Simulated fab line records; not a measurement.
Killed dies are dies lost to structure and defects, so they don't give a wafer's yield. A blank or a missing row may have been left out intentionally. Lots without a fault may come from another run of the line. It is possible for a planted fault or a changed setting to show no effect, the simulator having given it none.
Split-lot experiment ; flow n5 finfet ; 21 wafers read across 7 lots, on a route 1938 steps long

## THE SPLIT ITSELF
At N5_BEOL_M3_COAT_62 (time 60 s, resist thk 12 nm), the setting spin rpm was moved away from the recipe's 1500 rpm on 11 of the 21 wafers read, by -10.9% to +5.2%. All remaining wafers had this setting at the recipe value.

## FROM THE SPLIT TO THE READING: what the file shows between them, 4 steps
- N5_BEOL_M3_COAT_73: time 60 s, resist thk 5 nm
- N5_BEOL_M3_COAT_05: resist thk 30 nm
- N5_BEOL_M3_DESCUM_16: chemistry O2, time 7 s
- N5_BEOL_M3_ETCH_74: etches underlayer in N2/H2, target depth 6.5 nm, time 5.2 s

## THE READING
CAR-EUV_of_BEOL_M3_COAT_05.thk nm (the simulator's own value, which no gauge read), in nm, at N5_BEOL_M3_ETCH_63 (etches SiARC in CF4, target depth 15.6 nm, time 26 s). The file gives no usual value for it. Here, 10 wafers ran the recipe; their average is 11.2 nm with a standard deviation of 0.12 nm.

wafer;tool, chamber at the split;spin rpm as run, rpm;against the recipe;CAR-EUV_of_BEOL_M3_COAT_05.thk nm, nm;against lot-mates on the recipe
L079.4;litho track-05, 0;1403;-6.5%;11;-0.2
L079.5;litho track-05, 0;1500;recipe;11.2;-
L079.6;litho track-05, 0;1403;-6.5%;10.8;-0.4
L078.1;litho track-01, 0;1337;-10.9%;10.6;no lot-mate on the recipe
L078.2;litho track-01, 0;1337;-10.9%;10.6;no lot-mate on the recipe
L078.6;litho track-01, 0;1337;-10.9%;10.6;no lot-mate on the recipe
L082.2;litho track-05, 0;1500;recipe;11.2;-
L082.4;litho track-05, 0;1500;recipe;11.2;-
L082.6;litho track-05, 0;1500;recipe;11.4;-
L088.2;litho track-03, 0;1500;recipe;11;-
L088.5;litho track-03, 0;1500;recipe;11;-
L088.6;litho track-03, 0;1500;recipe;11.2;-
L090.2;litho track-05, 0;1578;+5.2%;11.4;+0.2
L090.3;litho track-05, 0;1500;recipe;11.2;-
L090.6;litho track-05, 0;1578;+5.2%;11.4;+0.2
L092.1;litho track-03, 0;1379;-8.1%;10.6;-0.4
L092.5;litho track-03, 0;1379;-8.1%;10.6;-0.4
L092.6;litho track-03, 0;1500;recipe;11;-
L094.3;litho track-01, 0;1372;-8.5%;10.8;-0.4
L094.6;litho track-01, 0;1372;-8.5%;10.8;-0.4
L094.5;litho track-01, 0;1500;recipe;11.2;-

THE FIT
A straight line over all 21 wafers: CAR-EUV_of_BEOL_M3_COAT_05.thk nm changes by +0.0508 nm for each +1% of spin rpm; r = +0.93; the points scatter about the line by 0.11 nm.
The same after taking each lot's own level away (the mean of its wafers on the recipe; 18 wafers): +0.0457 nm for each +1%; r = +0.95; scatter 0.069 nm.
The reading moves by 0.5 nm for the largest change in spin rpm, on that fit.
Across the lots, their own levels run from 11.00 to 11.27 nm, a range of 2.2 times the standard deviation given above.
So the lot-to-lot level changes the slope: the two fits differ.
Check: for one of the wafers moved furthest among these (-8.5%), held out of the fit, the line's prediction against its lot-mates is -0.399 nm. Against them it came out at -0.4 nm.

## OTHER SPLITS ON THESE WAFERS
Other splits were also applied to these wafers ahead of the reading. Each is held against what the fit with the lots' levels taken away leaves over:
other split on the same wafers;wafers away from the commonest value;r with CAR-EUV_of_BEOL_M3_COAT_05.thk nm (lot level and that fit taken away)
N5_MOL_CONTACT_COAG_ALD_133 ald cycles;5;+0.33
N5_BEOL_M0_SAQP_EXPOSE_37 dose mj;6;-0.08
N5_BEOL_M1_ILD_DEP_00 time s;6;-0.16
N5_BEOL_M1_EXPOSE_08 dose mj;6;-0.36
N5_BEOL_M1_ETCH_74 bias w;3;-0.09
N5_BEOL_M1_COAT_68 spin rpm;7;-0.26

## THE WHOLE CHAIN: every reading that the file lists as answering this split, in the file's order
step;what it does;reading;change (the file's fit);r (the file's)
N5_BEOL_M3_COAT_62;time 60 s, resist thk 12 nm;SiARC_of_BEOL_M3_COAT_62.thk nm (the simulator's own value, which no gauge read);-0.0707 nm for each +1% of the setting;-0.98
N5_BEOL_M3_ETCH_63;etches SiARC in CF4, target depth 15.6 nm, time 26 s;etch.depth nm (the simulator's own value, which no gauge read);-0.0625 nm for each +1% of the setting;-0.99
N5_BEOL_M3_ETCH_63;etches SiARC in CF4, target depth 15.6 nm, time 26 s;CAR-EUV_of_BEOL_M3_COAT_05.thk nm (the simulator's own value, which no gauge read);+0.0465 nm for each +1% of the setting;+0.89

## FILE'S OWN FIT
CAR-EUV_of_BEOL_M3_COAT_05.thk nm changes by +0.0465 nm for each +1% of spin rpm, r = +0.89.
